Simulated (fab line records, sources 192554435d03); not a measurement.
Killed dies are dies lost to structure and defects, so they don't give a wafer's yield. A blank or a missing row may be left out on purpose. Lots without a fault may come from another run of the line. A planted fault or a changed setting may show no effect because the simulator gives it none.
One fault seen from 2 desks | flow n5_finfet | each desk has only its own numbers; what lay behind them comes last

THE METROLOGY DESK
What the gauges read, lot by lot, whatever tool the lot ran on: means of the sampled wafers that have a number. A lot is out of limits, marked OUT, if its mean lies more than 4 standard deviations from the usual mean; the brackets give that distance. Of its 12 readings 7 are shown: the one that was out of limits first, and those that lie furthest out on some lot.
Columns: A = NWELL_OVL at N5_WELL_APT_OVL_MEAS_09, usual 1 nm; B = cd_nm at N5_WELL_APT_CD_MEAS_25, usual 200.9 nm; C = DIBL_N at N5_BEOL_M4_RC_MEAS_101, usual 36.0 mV/V; D = IOFF_N at N5_BEOL_M4_RC_MEAS_101, usual 0.16 nA/um; E = IOFF_P at N5_BEOL_M4_RC_MEAS_101, usual 0.21 nA/um; F = ION_N at N5_BEOL_M4_RC_MEAS_101, usual 672 uA/um; G = SS_P at N5_BEOL_M4_RC_MEAS_101, usual 73.2 mV/dec
lot  | first seen here | A             | B     | C    | D    | E    | F   | G
L119 | day 1 13:46     | -2            | 200.3 | 35.0 | 0.15 | 0.19 | 677 | 73.6
L121 | day 2 01:50     | -6            | 204.2 | 38.9 | 0.20 | 0.23 | 675 | 73.8
L124 | day 2 19:55     | 2             | 202.5 | 35.9 | 0.16 | 0.23 | 667 | 73.7
L125 | day 3 01:49     | 5             | 201.7 | 34.4 | 0.13 | 0.18 | 662 | 72.3
L127 | day 3 13:35     | 8             | 200.4 | 38.2 | 0.20 | 0.23 | 678 | 73.7
L130 | day 4 07:38     | 6             | 198.5 | 33.9 | 0.14 | 0.19 | 661 | 73.1
L132 | day 4 19:43     | 0             | 204.3 | 36.7 | 0.17 | 0.22 | 677 | 73.4
L137 | day 6 01:50     | 31 (+6.0) OUT | 197.9 | 39.4 | 0.21 | 0.26 | 693 | 74.5
L139 | day 6 13:50     | 32 (+6.2) OUT | 200.3 | 37.3 | 0.18 | 0.20 | 687 | 73.0
L142 | day 7 07:44     | 2             | 200.9 | 36.6 | 0.16 | 0.22 | 679 | 73.1
This desk's finding: out of limits on L137, L139; first on L137, day 6 01:50 (NWELL_OVL at N5_WELL_APT_OVL_MEAS_09). In limits: L119, L121, L124, L125, L127, L130, L132, L142.

THE DEFECT DESK
What the inspections along the route counted, lot by lot: means of the sampled wafers that have a number. A lot is out of limits, marked OUT, if its mean lies more than 4 standard deviations from the usual mean; the brackets give that distance.
Columns: A = raw_defect_count at N5_WELL_APT_INSPECT_10, usual 1.7
lot  | first seen here | A
L119 | day 1 13:47     | 2.0
L121 | day 2 01:52     | 2.0
L124 | day 2 19:56     | 1.3
L125 | day 3 01:50     | 0.7
L127 | day 3 13:37     | 1.7
L130 | day 4 07:40     | 1.0
L132 | day 4 19:44     | 1.3
L137 | day 6 01:52     | 1.3
L139 | day 6 13:52     | 2.3
L142 | day 7 07:46     | 1.7
This desk's finding: nothing out of limits on any of the 10 lots.

PUT TOGETHER
The metrology desk could have raised an alarm at day 6 01:50, on L137, L139.
The defect desk saw nothing out of limits.
The defect desk has L137, L139 on record, within its limits.
Of the lots named, all ran N5_WELL_APT_EXPOSE_05 on krf_scanner-01.

WHAT THE SIMULATOR HAD PUT IN
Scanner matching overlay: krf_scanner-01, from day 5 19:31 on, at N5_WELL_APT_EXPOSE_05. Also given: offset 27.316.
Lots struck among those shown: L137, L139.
Hours from the fault's start to each desk's first reading out of limits: the metrology desk, 6.
